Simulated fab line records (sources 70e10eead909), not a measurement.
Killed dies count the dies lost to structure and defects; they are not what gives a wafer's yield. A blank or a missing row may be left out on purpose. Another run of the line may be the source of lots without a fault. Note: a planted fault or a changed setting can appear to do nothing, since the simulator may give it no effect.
Chamber matching :: flow nand_harc :: cmp-03 running NHARC_P_M1_CMP_23: 3 sister chambers
The step polishes, t overpolish 20 s, target thk 157.82 nm. 6 wafers are shown with their chamber, then 6 later ones without.

== WAFERS, EACH WITH ITS CHAMBER ==
wafer: L307.2
chamber: 2
motor_current_A (A): 11.5
time_to_endpoint_s (s): 31.4

wafer: L310.1
chamber: 2
motor_current_A (A): 11.2
time_to_endpoint_s (s): 27.5

wafer: L310.2
chamber: 0
motor_current_A (A): 10.8
time_to_endpoint_s (s): 24.7

wafer: L310.5
chamber: 1
motor_current_A (A): 10.6
time_to_endpoint_s (s): 25.4

wafer: L312.2
chamber: 0
motor_current_A (A): 11.3
time_to_endpoint_s (s): 28.5

wafer: L312.5
chamber: 1
motor_current_A (A): 10.3
time_to_endpoint_s (s): 30.0

== WAFERS WHOSE CHAMBER IS MISSING ==
wafer: L312.6
motor_current_A (A): 10.9
time_to_endpoint_s (s): 29.5

wafer: L313.1
motor_current_A (A): 11.6
time_to_endpoint_s (s): 35.3

wafer: L313.3
motor_current_A (A): 10.5
time_to_endpoint_s (s): 27.9

wafer: L313.5
motor_current_A (A): 12.0
time_to_endpoint_s (s): 30.9

wafer: L314.1
motor_current_A (A): 10.6
time_to_endpoint_s (s): 26.9

wafer: L314.5
motor_current_A (A): 10.6
time_to_endpoint_s (s): 24.7

== WHICH CHAMBER EACH ONE RAN IN ==
wafer: L312.6
from the rows above: can't be placed: 0 or 2 or 1
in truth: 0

wafer: L313.1
from the rows above: can't be placed: 2 or 0
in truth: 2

wafer: L313.3
from the rows above: can't be placed: 1 or 0
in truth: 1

wafer: L313.5
from the rows above: can't be placed: 2 or 0
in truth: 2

wafer: L314.1
from the rows above: can't be placed: 1 or 0
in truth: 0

wafer: L314.5
from the rows above: can't be placed: 1 or 0
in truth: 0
Placed correctly: 0 of 6. Can't be placed from these rows: 6 (the true chamber is among the candidates in 6). Number placed wrongly: 0.
How it was worked out, from the rows above alone: a wafer's distance from a chamber is the root of the sum, over the readings, of the square of ((its reading less the chamber's mean) divided by the reading's scatter). The wafer belongs to the nearest chamber; if the next one is less than 2 further off, it can't be placed. For every chamber, the mean is computed from those of its wafers that are shown. How the scatter is found: for the shown wafers, subtract from each reading the mean of its chamber, square and add these, divide the total by (wafers less chambers), then take the root.
